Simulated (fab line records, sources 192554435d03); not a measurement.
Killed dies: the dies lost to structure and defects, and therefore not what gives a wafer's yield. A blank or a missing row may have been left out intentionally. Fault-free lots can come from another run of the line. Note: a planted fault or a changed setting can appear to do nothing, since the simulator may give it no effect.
fab line records -- flow n5-finfet
record lots=5, wafers=15, last-day=18
route steps=1938 shown DUMMY_GATE@238 BEOL_M4@1111 PASSIVATION@1936
lots that met no fault: from a run of the same line without faults
start-h: hours from the record's opening day to when the first of the lot's shown wafers began -- wait-h: hours elapsed since this lot's preceding step -- " the same as in the row above -- L1.1+2: a row that stands for several wafers -- - no value, or no start was given -- * or withheld: withheld -- < > ~ a bound
route shown NAME@n: NAME is a module with steps in the file, n the number in the route of the first one -- usual: mean/standard deviation taken from wafers without a fault -- same: alike in all rows -- chamber/n: place in a boat -- sites: each site's reading -- _std_site: the standard deviation of these -- _edge_site: mean of outer sites minus mean of inner sites -- radius-mm: how far each site lies from the wafer's centre -- mask NAME#n: copy n -- behind: tool/chamber where the wafer was last shaped -- hold: what put the lot on hold/how long, in hours/how the hold closed -- device: whichever transistor did not switch (one of n, p or np) -- end of line: the route-end tests of the same wafers -- for a step that has no rows: nothing shown but its recipe -- killed: the dies lost at the first sort to structure and to defects; this is not the yield of the wafer -- map: dies across one wafer; x = killed, . = not, _ = none there
set.NAME: the setting that was run; set.NAME@STEP: the one run at that earlier step -- model.NAME: the simulator's own value behind a step, which no gauge read
lots at some steps of the route; a table a step, a row a wafer
services: the hour from which a tool's chamber was out of use, counted from the record's first day as start-h (under 0 if before that day), plus the number of hours and why
## steps
# step N5_DUMMY_GATE_STRIP_38
# recipe chemistry=N2/H2, temp-c=40, n2-flow-sccm=200, h2-flow-sccm=200, rf-frequency-hz=6e+07
# step N5_DUMMY_GATE_STRIP_39
# recipe chemistry=N2/H2, temp-c=40, n2-flow-sccm=200, h2-flow-sccm=200, rf-frequency-hz=6e+07
# step N5_DUMMY_GATE_TRIM_49
# recipe chemistry=O2, resist=SOC, time-s=29, target-cd-nm=14, source-power-w=300, bias-power-w=0, O2_flow_sccm=100, temp-c=20
# usual drypump-motor-current-A=5.7/0.4, oes-product-au=1.005/0.018, throttle-valve-pct=8.25/0.21
lot.wafer,tool,chamber,start-h,wait-h,drypump-motor-current-A,oes-product-au,rf-hours-counter-h,throttle-valve-pct
L319.1,rie-si-04,1,64.38,0.0,5.7,1.014,159,8.47
L319.3,rie-si-04,0,64.38,0.0,5.7,1.020,166,8.44
L319.4,rie-si-04,2,64.38,0.0,5.8,0.969,110,8.41
L328.2,rie-si-01,3,122.33,0.0,5.6,0.990,157,8.26
L328.3,rie-si-01,2,122.33,0.0,6.5,1.010,124,8.35
L328.4,rie-si-01,0,122.33,0.0,4.8,0.962,105,8.28
L334.4,rie-si-04,0,160.32,0.0,5.7,1.023,168,8.45
L334.5,rie-si-04,2,160.32,0.0,5.8,0.976,-,8.43
L334.6,rie-si-04,3,160.32,0.0,5.4,1.019,-,8.21
L337.1,rie-si-05,1,175.93,0.0,5.9,1.032,36,7.82
L337.5,rie-si-05,3,175.93,0.0,5.3,1.004,-,8.49
L337.6,rie-si-05,2,175.93,0.0,6.2,1.011,-,7.97
L338.1,rie-si-05,1,180.05,0.0,5.9,1.021,36,7.81
L338.4,rie-si-05,1,180.05,0.0,5.9,1.022,-,7.83
L338.5,rie-si-05,2,180.05,0.0,6.3,1.008,-,7.98
# step N5_DUMMY_GATE_STRIP_40
# recipe chemistry=CF4, resist=SiARC, power-w=300, bias-power-w=75, pressure-mtorr=50, cf4-flow-sccm=150, rf-frequency-hz=6e+07
# step N5_DUMMY_GATE_CD_MEAS_50
# recipe target-cd-nm=14
# usual cd-nm=14.2/0.39
lot.wafer,tool,chamber,start-h,wait-h,cd-nm
L319.1,cd-sem-03,-,64.53,0.0,14.3
L319.3,cd-sem-03,-,64.53,0.0,13.7
L319.4,cd-sem-03,-,64.53,0.0,13.8
L328.2,cd-sem-02,-,122.56,0.0,15.1
L328.3,cd-sem-02,-,122.56,0.0,14.4
L328.4,cd-sem-02,-,122.56,0.0,14.2
L334.4,cd-sem-02,-,160.48,0.0,13.7
L334.5,cd-sem-02,-,160.48,0.0,13.9
L334.6,cd-sem-02,-,160.48,0.0,14.5
L337.1,cd-sem-03,-,176.10,0.0,14.4
L337.5,cd-sem-03,-,176.10,0.0,14.3
L337.6,cd-sem-03,-,176.10,0.0,14.3
L338.1,cd-sem-01,-,180.20,0.0,14.0
L338.4,cd-sem-01,-,180.20,0.0,14.5
L338.5,cd-sem-01,-,180.20,0.0,14.1
# step N5_DUMMY_GATE_ETCH_31
# recipe chemistry=C4F6/O2, target=SiO2, mask-material=SOC, target-depth-a=825, time-s=27.5, ion-energy-ev=250, pressure-mtorr=30, source-w=345, bias-w=185, Ar_flow_sccm=300, C4F6_flow_sccm=10, O2_flow_sccm=10
# usual drypump-motor-current-A=5.5/0.36, oes-product-au=0.76/0.061, rf-vpp-V=668/13, showerhead-plenum-p-Torr=2.87/0.067, throttle-valve-pct=21.19/0.14
lot.wafer,tool,chamber,start-h,wait-h,drypump-motor-current-A,oes-product-au,rf-hours-counter-h,rf-vpp-V,showerhead-plenum-p-Torr,throttle-valve-pct
L319.1,rie-diel-05,2,64.58,0.0,5.2,0.76,140,649,2.85,21.02
L319.3,rie-diel-05,1,64.58,0.0,5.6,0.73,154,656,2.83,21.11
L319.4,rie-diel-05,2,64.58,0.0,5.2,0.77,-,647,2.85,21.03
L328.2,rie-diel-05,3,122.68,0.1,5.9,0.76,144,677,2.83,21.16
L328.3,rie-diel-05,0,122.68,0.1,5.8,0.74,172,674,2.94,21.23
L328.4,rie-diel-05,1,122.68,0.1,5.6,0.70,172,657,2.82,21.13
L334.4,rie-diel-04,3,160.52,0.0,5.0,0.68,232,650,2.82,21.37
L334.5,rie-diel-04,2,160.52,0.0,6.5,0.70,-,669,2.71,21.21
L334.6,rie-diel-04,1,160.52,0.0,5.5,0.79,-,646,2.86,21.43
L337.1,rie-diel-05,0,176.15,0.0,5.8,0.73,189,675,2.93,21.24
L337.5,rie-diel-05,2,176.15,0.0,5.3,0.72,-,649,2.84,21.07
L337.6,rie-diel-05,3,176.15,0.0,5.8,0.76,-,677,2.82,21.19
L338.1,rie-diel-05,1,180.24,0.0,5.6,0.70,190,656,2.81,21.16
L338.4,rie-diel-05,2,180.24,0.0,5.3,0.72,177,646,2.84,21.06
L338.5,rie-diel-05,2,180.24,0.0,5.3,0.72,-,647,2.84,21.07
# step N5_DUMMY_GATE_STRIP_41
# recipe chemistry=O2, power-w=400, temp-c=40, pressure-mtorr=30, rf-frequency-hz=6e+07, bias-power-w=0, overash-fraction=0.3, o2-flow-sccm=225
# usual drypump-motor-current-A=5.5/0.36, oes-product-au=0.76/0.062, rf-vpp-V=3.6/0.45, showerhead-plenum-p-Torr=2.12/0.054, throttle-valve-pct=16.76/0.15
lot.wafer,tool,chamber,start-h,wait-h,drypump-motor-current-A,oes-product-au,rf-hours-counter-h,rf-vpp-V,showerhead-plenum-p-Torr,throttle-valve-pct
L319.1,rie-diel-05,2,64.62,0.0,5.3,0.75,140,4.2,2.11,16.60
L319.3,rie-diel-05,1,64.62,0.0,5.5,0.73,154,4.1,2.10,16.77
L319.4,rie-diel-05,2,64.62,0.0,5.3,0.75,-,3.0,2.11,16.58
L328.2,rie-diel-05,3,122.73,0.0,5.8,0.76,144,2.8,2.10,16.73
L328.3,rie-diel-05,0,122.73,0.0,5.8,0.76,172,2.7,2.20,16.93
L328.4,rie-diel-05,1,122.73,0.0,5.6,0.72,172,3.5,2.09,16.78
L334.4,rie-diel-04,3,160.56,0.0,5.0,0.69,232,3.3,2.08,16.93
L334.5,rie-diel-04,2,160.56,0.0,6.5,0.69,-,4.3,1.98,16.68
L334.6,rie-diel-04,1,160.56,0.0,5.5,0.79,-,4.1,2.11,16.95
L337.1,rie-diel-05,0,176.19,0.0,5.8,0.73,189,4.6,2.20,16.96
L337.5,rie-diel-05,2,176.19,0.0,5.3,0.73,-,4.6,2.10,16.64
L337.6,rie-diel-05,3,176.19,0.0,5.8,0.75,-,3.6,2.09,16.79
L338.1,rie-diel-05,1,180.29,0.0,5.6,0.71,190,3.4,2.09,16.83
L338.4,rie-diel-05,2,180.29,0.0,5.3,0.71,177,3.6,2.10,16.66
L338.5,rie-diel-05,2,180.29,0.0,5.3,0.72,-,3.7,2.10,16.66
# step N5_DUMMY_GATE_HM_OPEN_21
# recipe chemistry=CH3F/O2, target=SiNx, target-depth-a=1200, Ar_flow_sccm=150, CH3F_flow_sccm=30, O2_flow_sccm=23, time-s=171.4, pressure-mtorr=30, source-w=395, bias-w=73, ion-energy-ev=120.7
# step N5_DUMMY_GATE_ETCH_32
# recipe chemistry=CF4, target=SiO2, target-depth-a=35, time-s=3.9, ion-energy-ev=350, pressure-mtorr=10, icp-w=800, bias-w=400, cf4-flow-sccm=80
# usual drypump-motor-current-A=5.7/0.42, oes-product-au=1.007/0.018, throttle-valve-pct=21.87/0.24
lot.wafer,tool,chamber,start-h,wait-h,drypump-motor-current-A,oes-product-au,rf-hours-counter-h,throttle-valve-pct
L319.1,rie-si-01,2,64.82,0.1,6.5,1.037,123,21.99
L319.3,rie-si-01,3,64.82,0.1,5.6,0.974,156,21.96
L319.4,rie-si-01,3,64.82,0.1,5.6,0.971,-,22.00
L328.2,rie-si-04,1,122.93,0.1,5.7,0.996,160,21.90
L328.3,rie-si-04,0,122.93,0.1,5.6,1.026,167,22.13
L328.4,rie-si-04,3,122.93,0.1,5.4,1.036,72,21.77
L334.4,rie-si-01,2,160.76,0.1,6.5,1.046,125,21.98
L334.5,rie-si-01,3,160.76,0.1,5.6,0.974,-,21.99
L334.6,rie-si-01,0,160.76,0.1,4.8,0.994,-,22.08
L337.1,rie-si-04,0,176.39,0.1,5.7,1.024,168,22.12
L337.5,rie-si-04,1,176.39,0.1,5.7,0.995,-,21.92
L337.6,rie-si-04,0,176.39,0.1,5.7,1.025,-,22.11
L338.1,rie-si-01,0,180.49,0.1,4.7,0.999,106,22.07
L338.4,rie-si-01,1,180.49,0.1,5.9,1.018,29,21.58
L338.5,rie-si-01,2,180.49,0.1,6.5,1.031,-,22.00
# step N5_DUMMY_GATE_ETCH_23
# recipe chemistry=HBr/Cl2/O2, HBr_flow_sccm=150, Cl2_flow_sccm=80, O2_flow_sccm=12, bias-w=102, target-depth-a=410, time-s=22.3, target=poly-Si, mask-material=SiO2, pressure-mtorr=10, icp-w=800
# step N5_DUMMY_GATE_ETCH_44
# recipe chemistry=HBr/O2, over-etch-frac=0.7, target-depth-a=1275, stop-on=SiO2, ion-energy-ev=60, bias-w=20, target=poly-Si, mask-material=SiO2, pressure-mtorr=20, icp-w=400, HBr_flow_sccm=120, O2_flow_sccm=10
# step N5_DUMMY_GATE_CD_MEAS_24
# recipe target-cd-nm=15
# usual cd-nm=15.2/0.42
lot.wafer,tool,chamber,start-h,wait-h,cd-nm
L319.1,cd-sem-02,-,65.02,0.1,15.0
L319.3,cd-sem-02,-,65.02,0.1,14.6
L319.4,cd-sem-02,-,65.02,0.1,14.5
L328.2,cd-sem-01,-,123.13,0.1,16.1
L328.3,cd-sem-01,-,123.13,0.1,14.8
L328.4,cd-sem-01,-,123.13,0.1,15.6
L334.4,cd-sem-03,-,160.97,0.1,15.1
L334.5,cd-sem-03,-,160.97,0.1,15.0
L334.6,cd-sem-03,-,160.97,0.1,15.2
L337.1,cd-sem-02,-,176.59,0.1,15.5
L337.5,cd-sem-02,-,176.59,0.1,15.3
L337.6,cd-sem-02,-,176.59,0.1,15.5
L338.1,cd-sem-03,-,180.69,0.1,15.1
L338.4,cd-sem-03,-,180.69,0.1,15.6
L338.5,cd-sem-03,-,180.69,0.1,15.6
# step N5_DUMMY_GATE_ETCH_42
# recipe chemistry=CHF3/O2, target=SiO2, target-depth-a=35, time-s=31, ion-energy-ev=30, bias-w=12, pressure-mtorr=30, source-w=600, Ar_flow_sccm=200, CHF3_flow_sccm=50, O2_flow_sccm=5
# usual drypump-motor-current-A=5.6/0.44, oes-product-au=0.75/0.059, rf-vpp-V=42.4/1.2, showerhead-plenum-p-Torr=2.41/0.056, throttle-valve-pct=18.84/0.13
lot.wafer,tool,chamber,start-h,wait-h,drypump-motor-current-A,oes-product-au,rf-hours-counter-h,rf-vpp-V,showerhead-plenum-p-Torr,throttle-valve-pct,model.etch.depth-nm
L319.1,rie-diel-05,1,65.07,0.0,5.6,0.73,155,41.7,2.39,18.76,3.399
L319.3,rie-diel-05,2,65.07,0.0,5.3,0.76,141,41.9,2.41,18.64,3.501
L319.4,rie-diel-05,0,65.07,0.0,5.8,0.75,-,42.9,2.50,18.83,3.51
L328.2,rie-diel-03,2,123.19,0.1,5.1,0.68,230,42.4,2.48,18.72,3.45
L328.3,rie-diel-03,3,123.19,0.1,5.6,0.77,141,45.3,2.51,19.08,3.555
L328.4,rie-diel-03,1,123.19,0.1,5.1,0.77,134,42.5,2.41,18.79,3.48
L334.4,rie-diel-03,2,161.16,0.2,5.1,0.93,243,44.1,2.47,18.72,5.593
L334.5,rie-diel-03,1,161.16,0.2,5.1,1.07,-,41.5,2.41,18.82,5.734
L334.6,rie-diel-03,2,161.16,0.2,5.1,0.66,-,42.3,2.47,18.73,3.39
L337.1,rie-diel-04,0,176.78,0.2,6.2,0.75,185,44.0,2.40,18.85,3.576
L337.5,rie-diel-04,2,176.78,0.2,6.5,0.69,-,42.9,2.30,18.84,3.56
L337.6,rie-diel-04,3,176.78,0.2,5.0,0.68,-,42.1,2.38,19.02,3.423
L338.1,rie-diel-05,2,180.83,0.1,5.3,0.72,178,41.3,2.40,18.71,3.409
L338.4,rie-diel-05,3,180.83,0.1,5.8,0.74,164,42.4,2.39,18.82,3.421
L338.5,rie-diel-05,3,180.83,0.1,5.8,0.74,-,41.5,2.39,18.80,3.449
# step N5_DUMMY_GATE_STRIP_48
# recipe chemistry=N2/H2, time-s=20, power-w=100, temp-c=40, pressure-mtorr=100, rf-frequency-hz=6e+07, bias-power-w=3, n2-flow-sccm=300, h2-flow-sccm=300
# usual drypump-motor-current-A=5.6/0.44, oes-product-au=0.76/0.06, rf-vpp-V=45.3/0.93, showerhead-plenum-p-Torr=3.38/0.078, throttle-valve-pct=12.29/0.13
lot.wafer,tool,chamber,start-h,wait-h,drypump-motor-current-A,oes-product-au,rf-hours-counter-h,rf-vpp-V,showerhead-plenum-p-Torr,throttle-valve-pct
L319.1,rie-diel-05,1,65.12,0.0,5.6,0.74,155,46.2,3.39,12.31
L319.3,rie-diel-05,2,65.12,0.0,5.3,0.76,141,45.5,3.37,12.06
L319.4,rie-diel-05,0,65.12,0.0,5.8,0.75,-,44.7,3.50,12.25
L328.2,rie-diel-03,2,123.24,0.0,5.1,0.68,230,45.5,3.45,12.22
L328.3,rie-diel-03,3,123.24,0.0,5.6,0.78,141,45.7,3.51,12.39
L328.4,rie-diel-03,1,123.24,0.0,5.1,0.79,134,45.0,3.36,12.15
L334.4,rie-diel-03,2,161.21,0.0,5.1,0.67,243,45.7,3.44,12.25
L334.5,rie-diel-03,1,161.21,0.0,5.1,0.77,-,44.4,3.36,12.18
L334.6,rie-diel-03,2,161.21,0.0,5.1,0.67,-,45.7,3.44,12.24
L337.1,rie-diel-04,0,176.83,0.0,6.2,0.74,185,45.2,3.37,12.39
L337.5,rie-diel-04,2,176.83,0.0,6.6,0.69,-,45.1,3.21,12.42
L337.6,rie-diel-04,3,176.83,0.0,5.0,0.69,-,44.3,3.30,12.36
L338.1,rie-diel-05,2,180.88,0.0,5.3,0.72,178,43.8,3.35,12.15
L338.4,rie-diel-05,3,180.88,0.0,5.9,0.74,164,45.0,3.38,12.48
L338.5,rie-diel-05,3,180.88,0.0,5.9,0.75,-,46.1,3.38,12.50
# step N5_BEOL_M4_RC_MEAS_101
# usual DIBL_N=36.2/1.6, DIBL_P=36.1/2, IOFF_N=0.16/0.032, IOFF_P=0.22/0.036, ION_N=672/11, ION_P=463/7.5, SS_N=71.4/0.58, SS_P=73.2/0.67, VT_N=250/3.3, VT_P=-250/3.3
lot.wafer,tool,chamber,start-h,wait-h,DIBL_N[mV/V],DIBL_P[mV/V],IOFF_N[nA/um],IOFF_P[nA/um],ION_N[uA/um],ION_P[uA/um],SS_N[mV/dec],SS_P[mV/dec],VT_N[mV],VT_P[mV]
L319.1,prober-02,0,181.49,0.0,36.2,35.0,0.15,0.20,673,464,71.3,73.4,252,-251
L319.3,prober-02,0,181.49,0.0,36.9,36.1,0.16,0.22,677,462,71.9,73.9,249,-247
L319.4,prober-02,0,181.49,0.0,38.1,36.8,0.17,0.24,673,457,72.3,73.9,250,-248
L328.2,prober-02,0,247.13,0.2,34.8,35.3,0.16,0.23,689,477,70.9,72.6,246,-245
L328.3,prober-02,0,247.13,0.2,37.3,37.4,0.20,0.27,690,472,71.5,74.3,248,-245
L328.4,prober-02,0,247.13,0.2,38.0,37.1,0.20,0.25,686,471,71.9,73.0,246,-246
L334.4,prober-02,0,286.61,0.5,35.9,37.1,0.18,0.26,681,466,71.5,73.2,247,-246
L334.5,prober-02,0,286.61,0.5,33.9,34.2,0.13,0.22,665,465,71.1,72.9,252,-248
L334.6,prober-02,0,286.61,0.5,34.6,34.7,0.16,0.22,689,476,71.1,72.6,249,-248
L337.1,prober-02,0,294.82,0.0,34.8,34.8,0.14,0.20,667,461,70.8,72.5,252,-248
L337.5,prober-02,0,294.82,0.0,36.3,34.7,0.16,0.19,667,459,72.1,73.4,253,-250
L337.6,prober-02,0,294.82,0.0,35.2,34.6,0.13,0.19,668,463,71.0,73.1,254,-248
L338.1,prober-02,0,322.86,0.0,35.0,35.9,0.14,0.18,678,465,70.4,72.6,252,-251
L338.4,prober-02,0,322.86,0.0,35.1,36.2,0.13,0.18,679,464,71.2,72.8,251,-252
L338.5,prober-02,0,322.86,0.0,36.3,37.7,0.16,0.21,677,467,71.5,72.8,250,-253
# step N5_PASSIVATION_PROBE_49
# usual defect-limited-yield=91.4/1.3, killed_at_M0_to_M3=34/10, killed_at_M4_up=14/5.6, killed-at-contacts=13/5.9, killed-at-front-end=37/9.9, killed-at-other=3.5/2.8, killed-dies=101/15, killed-open=67/12, killed-short=32/6.6, sort_bin_5_function=5.0/0.81, sort_bin_6_memory=3.2/0.66, sort-n-pass=1079/15, sort-yield-pct=91.4/1.3
# same gross-dies=1180, killed-at-back-side=0, sort_bin_4_leakage[%]=0, sort_bin_8_speed[%]=0
lot.wafer,tool,chamber,start-h,wait-h,defect-limited-yield[%],killed_at_M0_to_M3,killed_at_M4_up,killed-at-contacts,killed-at-front-end,killed-at-other,killed-dies,killed-open,killed-short,sort_bin_5_function[%],sort_bin_6_memory[%],sort-n-pass,sort-yield-pct[%]
L319.1,prober-02,-,288.42,0.0,90.2,43,27,15,25,6,116,85,31,6.0,3.6,1064,90.2
L319.3,prober-02,-,288.52,0.1,91.9,31,16,9,36,3,95,71,24,4.3,3.4,1085,91.9
L319.4,prober-02,-,288.57,0.2,92.4,22,23,4,40,1,90,63,27,4.5,2.8,1090,92.4
# killed by level:class
L319.1 BEOL_M2:geometric-particle:open=16 BEOL_M4:geometric-particle:open=16 MOL_CONTACT_COAG:geometric-particle:open=11 FIN_SAQP:geometric-particle:short=6 BEOL_M0_SAQP:geometric-particle:open=6 BEOL_M0:geometric-particle:open=6 DUMMY_GATE:geometric-particle:open=5 BEOL_M0_SAQP:geometric-particle:short=5
L319.3 DUMMY_GATE:geometric-particle:open=9 BEOL_M3:geometric-particle:open=8 BEOL_M4:geometric-particle:open=8 BEOL_M0_SAQP:geometric-particle:open=7 GATE_CUT:geometric-particle:short=6 MOL_CONTACT_COAG:geometric-particle:open=6 STI_FIN_REVEAL:geometric-particle:open=5 BEOL_M2:geometric-particle:open=4
L319.4 STI_FIN_REVEAL:geometric-particle:open=11 BEOL_M4:geometric-particle:open=7 FIN_SAQP:geometric-particle:open=6 BEOL_M0_SAQP:geometric-particle:open=5 ILD0:geometric-particle:short=4 GATE_CUT:geometric-particle:open=4 BEOL_M2:geometric-particle:open=4 DUMMY_GATE:geometric-particle:open=3
## services
tool,chamber,start-h,hours,kind
rie-si-05,2,43.74,1.9,repair
rie-si-01,1,51.81,13.5,repair
rie-diel-03,2,63.50,4.4,repair
rie-diel-05,3,63.51,2.7,repair
rie-diel-03,-,78.65,2.5,repair
rie-si-05,1,114.00,6.8,repair
rie-diel-04,-,118.88,14.6,pm
rie-si-05,0,154.63,-,clean
rie-si-05,0,154.63,12.6,scheduled-down
rie-si-05,0,154.63,12.6,vent-cycle
rie-diel-04,3,164.80,1.4,repair
rie-si-05,3,177.78,-,clean
rie-si-05,3,177.78,18.0,scheduled-down
rie-si-05,3,177.78,18.0,vent-cycle
## key
first-sign step=N5_DUMMY_GATE_ETCH_42, reading=oes-product-au, direction=up, sigmas=4.2, usual=0.75, struck=1.00
effect none on later readings
model-effect step=N5_DUMMY_GATE_ETCH_42, value=etch.depth-nm, without=3.415, struck=5.664
met-at N5_DUMMY_GATE_ETCH_42
struck-wafers L334.4,L334.5
onset-between 123.19 161.16
fault kind=process-parameter-drift, tool=rie-diel-03, chamber=-, onset-h=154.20, steps=N5_DUMMY_GATE_ETCH_42, channel=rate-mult, offset=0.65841, shape=step, end-h=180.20, scope=struck-wafers-only
